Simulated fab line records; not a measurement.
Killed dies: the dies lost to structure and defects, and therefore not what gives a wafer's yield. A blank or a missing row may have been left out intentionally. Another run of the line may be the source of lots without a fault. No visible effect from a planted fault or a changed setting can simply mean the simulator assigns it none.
Which tool was responsible? -- flow n5 finfet -- Sampling: 9 lots, 24 wafers, 6 of 1938 route steps

== WHAT THE GAUGES SHOWED, per wafer ==
N5_SD_ACTIVATION_RS_MEAS_03: measures by four-point-probe.
lot,measured,on,RS_SD_N (ohm/sq),RS_SD_P (ohm/sq)
L495,day 3 10:23,film metro-01,21.37 21.66,55.4 55.3
L500,day 4 16:56,film metro-02,22.11 22.01 22.16,55.4 55.1 54.7
L501,day 4 22:47,film metro-02,21.72 21.46 21.71,54.7 55.2 54.6
L502,day 5 04:10,film metro-01,21.52 21.55 21.32,55.2 55.6 55.1
L504,day 5 16:32,film metro-01,21.85 21.54,55.1 55.4
L508,day 6 17:20,film metro-02,16.21 16.30 16.58,63.4 63.0 64.0
L510,day 7 05:47,film metro-02,16.28 16.50 16.44,61.4 61.3 61.2
L515,day 8 09:07,film metro-01,21.50 21.75,57.1 56.3
L517,day 9 03:08,film metro-01,21.94 21.99 22.13,55.6 55.3 54.6

N5_BEOL_M4_RC_MEAS_101.
lot,measured,on,DIBL_N (mV/V),DIBL_P (mV/V),IOFF_N (nA/um),IOFF_P (nA/um),IOFF_P_LONG (nA/um),ION_N (uA/um),ION_P (uA/um),RC_DENSE_N (ohm.um),RC_DENSE_P (ohm.um),RC_N (ohm.um),RC_P (ohm.um),REXT_N (ohm.um),RS_SD_N (ohm/sq),RS_SD_P (ohm/sq),SS_N (mV/dec),SS_P (mV/dec),VT_N (mV),VT_P (mV)
L495,day 7 18:09,prober-01,35.5 33.2,36.4 33.5,0.16 0.11,0.26 0.20,0.000128 0.000126,669 649,475 462,18.7 19.6,23.5 24.1,15.3 15.8,19.0 19.9,75.7 76.8,28.2 28.1,64.5 64.5,72.2 71.1,73.6 72.7,251 257,-243.3 -247.6
L500,day 9 06:07,prober-02,36.2 34.6 37.3,37.4 35.8 39.0,0.16 0.13 0.19,0.21 0.18 0.23,9.5e-05 9.1e-05 8.7e-05,679 671 688,463 466 467,19.0 17.7 17.6,23.6 21.9 21.9,15.7 14.5 14.3,19.3 18.0 17.9,74.8 73.9 74.4,28.6 28.2 29.1,65.0 64.6 64.4,71.7 71.1 72.2,73.2 72.5 74.0,249 256 250,-253.5 -253.8 -251.7
L501,day 9 06:28,prober-01,34.8 34.5 38.4,35.2 35.1 40.7,0.14 0.13 0.21,0.18 0.17 0.27,0.000116 9.8e-05 0.000104,687 670 687,470 459 472,18.0 18.0 17.7,22.4 22.2 21.7,14.7 14.7 14.5,18.3 18.2 18.0,72.7 74.7 75.3,28.4 27.9 27.8,63.9 65.2 64.5,71.5 71.3 72.4,72.7 73.1 74.3,251 251 244,-250.1 -251.9 -245.6
L502,day 9 07:47,prober-02,32.3 34.5 37.8,30.4 33.9 38.5,0.09 0.12 0.17,0.14 0.18 0.25,0.000111 0.00012 0.000111,653 666 672,459 465 467,18.4 20.0 19.9,23.0 24.9 24.6,15.0 16.2 16.0,18.8 20.0 20.1,74.2 76.4 77.0,28.0 28.2 28.0,64.4 65.2 64.6,70.1 71.4 71.9,71.2 73.0 73.8,257 251 248,-253.7 -250.1 -247.8
L504,day 10 18:18,prober-01,33.9 37.4,33.0 38.3,0.12 0.17,0.17 0.26,0.000105 0.000112,663 678,464 469,19.5 18.9,24.3 23.5,15.8 15.4,19.8 19.1,76.1 77.0,28.1 27.9,65.4 65.5,71.1 71.9,72.9 74.4,255 249,-251.0 -245.3
L508,day 12 11:16,prober-02,39.1 40.7 40.1,46.4 48.1 47.3,0.22 0.28 0.23,0.29 0.34 0.31,0.000694 0.000836 0.000662,707 731 696,430 444 422,14.9 14.8 13.9,30.2 30.1 28.0,12.0 12.1 11.3,24.6 24.7 22.8,65.6 65.0 66.2,21.5 21.5 22.1,74.6 73.8 75.5,72.2 72.4 72.3,74.6 75.4 75.5,246 240 245,-254.2 -250.7 -253.5
L510,day 12 21:02,prober-02,39.7 38.1 39.4,45.9 44.7 46.6,0.25 0.22 0.24,0.33 0.30 0.35,0.000825 0.000827 0.000788,706 706 713,426 432 431,14.5 13.7 14.0,29.0 28.0 28.4,11.7 11.2 11.3,23.8 22.8 22.9,64.1 64.0 64.7,21.9 22.2 21.9,72.9 72.5 72.3,72.3 72.0 72.3,75.4 74.1 75.6,245 245 241,-252.3 -253.1 -252.1
L515,day 14 06:56,prober-02,35.6 33.9,35.0 33.2,0.15 0.13,0.20 0.20,0.000115 0.000111,675 679,466 471,18.8 18.5,23.5 23.1,15.4 15.2,19.2 18.8,73.7 73.5,27.9 27.9,67.0 66.4,71.8 70.7,73.3 73.0,250 252,-247.7 -248.3
L517,day 14 13:26,prober-01,39.8 36.3 37.8,41.0 37.9 38.1,0.25 0.17 0.21,0.31 0.25 0.24,0.000114 0.000119 0.000106,702 687 689,476 474 460,19.9 19.9 18.6,24.7 24.7 23.5,16.1 16.3 15.3,20.1 20.3 19.2,76.6 78.9 77.0,28.5 28.3 28.5,65.5 65.1 64.2,72.3 71.1 72.4,74.4 74.2 74.1,242 246 244,-245.9 -244.9 -248.1

== EACH LOT AND THE TOOL THAT RAN IT (in order: tool; ch and the chambers of the sampled wafers; start) ==
lot,N5_SD_EPI_P_ETCH_37,N5_SD_EPI_P_ETCH_16,N5_SD_EPI_P_SD_RECESS_17,N5_SD_ACTIVATION_LSA_01
L495,"rie diel-01 ch 0,3, day 3 05:20","rie diel-01 ch 0,3, day 3 05:52","rie si-05 ch 2, day 3 05:58","laser anneal-02 ch 0, day 3 10:13"
L500,"rie diel-03 ch 0,1,2, day 4 12:49","rie diel-03 ch 0,1,2, day 4 13:21","rie si-05 ch 0,2, day 4 13:25","laser anneal-02 ch 0, day 4 16:45"
L501,"rie diel-02 ch 0,1,3, day 4 18:38","rie diel-02 ch 0,1,3, day 4 19:09","rie si-02 ch 0,2,3, day 4 19:13","laser anneal-01 ch 0, day 4 22:35"
L502,"rie diel-02 ch 1,2,3, day 4 23:57","rie diel-02 ch 1,2,3, day 5 00:28","rie si-05 ch 1, day 5 00:35","laser anneal-02 ch 0, day 5 03:58"
L504,"rie diel-03 ch 2,3, day 5 12:32","rie diel-03 ch 2,3, day 5 12:55","rie si-02 ch 0,3, day 5 13:01","laser anneal-02 ch 0, day 5 16:22"
L508,"rie diel-01 ch 0,1,2, day 6 13:13","rie diel-01 ch 0,1,2, day 6 13:44","rie si-05 ch 0,2, day 6 13:49","laser anneal-02 ch 0, day 6 17:08"
L510,"rie diel-02 ch 0,1, day 7 00:50","rie diel-02 ch 0,1, day 7 01:22","rie si-05 ch 0,1,3, day 7 01:26","laser anneal-02 ch 0, day 7 05:35"
L515,"rie diel-01 ch 1, day 8 05:00","rie diel-01 ch 1, day 8 05:32","rie si-05 ch 1,3, day 8 05:36","laser anneal-01 ch 0, day 8 08:56"
L517,"rie diel-03 ch 0,1,3, day 8 22:11","rie diel-03 ch 0,1,3, day 8 22:42","rie si-02 ch 0,1, day 8 22:46","laser anneal-01 ch 0, day 9 02:58"
- N5_SD_EPI_P_ETCH_37: etches SOC in N2/H2, overetch 108 nm, time 486 s.
- N5_SD_EPI_P_ETCH_16: etches SiO2 in CHF3/O2, target depth 5 nm.
- N5_SD_EPI_P_SD_RECESS_17: chemistry HBr/Cl2/O2, target depth 39.1 nm, bt time 3 s.
- N5_SD_ACTIVATION_LSA_01: time 0.0008 s.

== WHAT THE TOOLS THEMSELVES READ (means of the sampled wafers that have a number; where no wafer has one, the mark that the record gives instead) ==
N5_SD_EPI_P_ETCH_37.
lot,tool,drypump motor current A (A),oes product au (a.u.),rf vpp V (V),showerhead plenum p Torr (Torr),throttle valve pct (%)
L495,rie diel-01,6.1,0.66,240.6,2.55,23.77
L500,rie diel-03,5.9,0.68,240.2,2.52,23.57
L501,rie diel-02,6.1,0.73,239.9,2.48,23.58
L502,rie diel-02,5.7,0.66,239.7,2.42,23.96
L504,rie diel-03,6.5,0.65,241.2,2.57,23.81
L508,rie diel-01,6.1,0.71,241.0,2.56,23.79
L510,rie diel-02,6.1,0.71,240.2,2.47,23.66
L515,rie diel-01,6.1,0.81,240.5,2.48,23.81
L517,rie diel-03,5.8,0.73,240.9,2.55,23.58

N5_SD_EPI_P_ETCH_16.
lot,tool,drypump motor current A (A),oes product au (a.u.),rf vpp V (V),showerhead plenum p Torr (Torr),throttle valve pct (%)
L495,rie diel-01,6.1,0.72,522,2.45,18.98
L500,rie diel-03,5.9,0.75,537,2.38,18.81
L501,rie diel-02,6.1,0.82,527,2.36,18.78
L502,rie diel-02,5.7,0.74,532,2.30,19.05
L504,rie diel-03,6.5,0.72,512,2.42,18.76
L508,rie diel-01,6.1,0.78,526,2.45,19.00
L510,rie diel-02,6.0,0.79,512,2.37,19.06
L515,rie diel-01,6.1,0.90,524,2.36,18.88
L517,rie diel-03,5.8,0.81,520,2.41,18.76

N5_SD_EPI_P_SD_RECESS_17.
lot,tool,drypump motor current A (A),oes product au (a.u.),throttle valve pct (%)
L495,rie si-05,5.3,0.986,37.56
L500,rie si-05,5.5,1.008,37.14
L501,rie si-02,5.8,0.996,37.10
L502,rie si-05,4.9,1.031,36.95
L504,rie si-02,5.9,0.994,37.11
L508,rie si-05,5.4,0.991,37.35
L510,rie si-05,5.4,1.010,36.92
L515,rie si-05,5.2,1.006,36.92
L517,rie si-02,5.9,0.988,37.29

N5_SD_ACTIVATION_LSA_01.
lot,tool,wafer_temp_C_max
L495,laser anneal-02,1084.0
L500,laser anneal-02,1083.1
L501,laser anneal-01,1087.1
L502,laser anneal-02,1084.5
L504,laser anneal-02,1083.6
L508,laser anneal-02,1143.0
L510,laser anneal-02,1141.4
L515,laser anneal-01,1087.3
L517,laser anneal-01,1087.9

== THE ANSWER, worked out from the rows above alone ==
Rule: the usual values come from the lots themselves. The widest of any qualifying gaps counts: lots, ordered by their means at a reading, are off when they make up no more than a third of the lots, leave a main group of 4 or more, and stand apart from it by 3 or more times the standard deviation of that group's means. Not used: any main group whose means are identical at the precision the tables above print for the reading. Also off: a lot with no number at a reading for which 4 or more lots have one. Where the step has rows for the other lots, those lots are counted as sound. The gauges are gone through in route order, then the tools' own readings, and for those a lot's mean is taken as printed above. The first step at which some lot is off is used, and at that step the reading that is off furthest; a lot without a number counts as furthest.
Off: at N5_SD_ACTIVATION_RS_MEAS_03 (RS_SD_N), L508, L510. The main group: mean 21.72 ohm/sq, standard deviation 0.23.
If a tool, at a process step before that reading, ran all the lots that are off and no sound lot after the first of them, it fits. Not tried: the gauges at N5_SD_ACTIVATION_RS_MEAS_03; whatever is off there is also off at N5_BEOL_M4_RC_MEAS_101, on other tools, and gauge error can't account for it. One fits: N5_SD_ACTIVATION_LSA_01 on laser anneal-02. Its last sound lot is L504 (day 5 16:22), its first lot that is off L508 (day 6 17:08): a fault that began between those two fits.
On the lots that are off, the tool's own readings at N5_SD_ACTIVATION_LSA_01 differ by more than 5 times the standard deviation of the sound lots' means, which bears it out; wafer_temp_C_max reads 1142.2 there versus 1085.4 on the sound lots.

== WHAT HAD BEEN PUT IN BY THE SIMULATOR ==
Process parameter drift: laser anneal-02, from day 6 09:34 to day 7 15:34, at N5_SD_ACTIVATION_LSA_01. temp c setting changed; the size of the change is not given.
Struck lots among those shown: L508, L510. The rule above found the same.
